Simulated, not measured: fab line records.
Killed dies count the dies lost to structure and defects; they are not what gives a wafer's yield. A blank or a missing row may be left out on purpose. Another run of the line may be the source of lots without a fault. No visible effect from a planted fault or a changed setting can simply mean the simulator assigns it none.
Chamber matching || flow n5_finfet || N5_BEOL_M0_STRIP_140 on rie_diel-02 has 4 sister chambers
The step strips in CF4. 8 wafers are shown with their chamber, then 9 later ones without.

## WAFERS, EACH WITH ITS CHAMBER
{"wafer": "L075.2", "chamber": 0, "throttle_valve_pct (%)": 13.22, "showerhead_plenum_p_Torr (Torr)": 1.81}
{"wafer": "L087.3", "chamber": 2, "throttle_valve_pct (%)": 13.12, "showerhead_plenum_p_Torr (Torr)": 1.81}
{"wafer": "L087.4", "chamber": 0, "throttle_valve_pct (%)": 13.30, "showerhead_plenum_p_Torr (Torr)": 1.80}
{"wafer": "L087.5", "chamber": 2, "throttle_valve_pct (%)": 13.11, "showerhead_plenum_p_Torr (Torr)": 1.81}
{"wafer": "L087.6", "chamber": 1, "throttle_valve_pct (%)": 14.08, "showerhead_plenum_p_Torr (Torr)": 1.86}
{"wafer": "L090.1", "chamber": 1, "throttle_valve_pct (%)": 14.08, "showerhead_plenum_p_Torr (Torr)": 1.85}
{"wafer": "L090.4", "chamber": 3, "throttle_valve_pct (%)": 13.11, "showerhead_plenum_p_Torr (Torr)": 1.83}
{"wafer": "L090.5", "chamber": 3, "throttle_valve_pct (%)": 13.10, "showerhead_plenum_p_Torr (Torr)": 1.83}

## WAFERS MISSING THEIR CHAMBER
{"wafer": "L091.1", "throttle_valve_pct (%)": 14.09, "showerhead_plenum_p_Torr (Torr)": 1.85}
{"wafer": "L091.4", "throttle_valve_pct (%)": 13.14, "showerhead_plenum_p_Torr (Torr)": 1.80}
{"wafer": "L091.5", "throttle_valve_pct (%)": 13.14, "showerhead_plenum_p_Torr (Torr)": 1.80}
{"wafer": "L094.2", "throttle_valve_pct (%)": 14.12, "showerhead_plenum_p_Torr (Torr)": 1.85}
{"wafer": "L094.3", "throttle_valve_pct (%)": 13.15, "showerhead_plenum_p_Torr (Torr)": 1.80}
{"wafer": "L094.4", "throttle_valve_pct (%)": 13.30, "showerhead_plenum_p_Torr (Torr)": 1.80}
{"wafer": "L095.3", "throttle_valve_pct (%)": 13.33, "showerhead_plenum_p_Torr (Torr)": 1.80}
{"wafer": "L095.5", "throttle_valve_pct (%)": 13.32, "showerhead_plenum_p_Torr (Torr)": 1.80}
{"wafer": "L095.6", "throttle_valve_pct (%)": 13.13, "showerhead_plenum_p_Torr (Torr)": 1.83}

## THE CHAMBER EACH PASSED THROUGH
{"wafer": "L091.1", "from the rows above": 1, "in truth": 1}
{"wafer": "L091.4", "from the rows above": 2, "in truth": 2}
{"wafer": "L091.5", "from the rows above": 2, "in truth": 2}
{"wafer": "L094.2", "from the rows above": 1, "in truth": 1}
{"wafer": "L094.3", "from the rows above": "can't be placed: 2 or 0", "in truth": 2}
{"wafer": "L094.4", "from the rows above": 0, "in truth": 0}
{"wafer": "L095.3", "from the rows above": 0, "in truth": 0}
{"wafer": "L095.5", "from the rows above": 0, "in truth": 0}
{"wafer": "L095.6", "from the rows above": 3, "in truth": 3}
Placed correctly: 8 of 9. Not placeable from these rows: 1 (in 1, the candidates include the true chamber). Placed wrongly: 0.
How it was worked out, from the rows above alone: a wafer's distance from a chamber is the root of the sum, over the readings, of the square of ((its reading less the chamber's mean) divided by the reading's scatter). If the next closest chamber is less than 2 further off than the closest, the wafer can't be placed; otherwise it belongs to the closest. For every chamber, the mean is computed from those of its wafers that are shown. How the scatter is found: for the shown wafers, subtract from each reading the mean of its chamber, square and add these, divide the total by (wafers less chambers), then take the root.
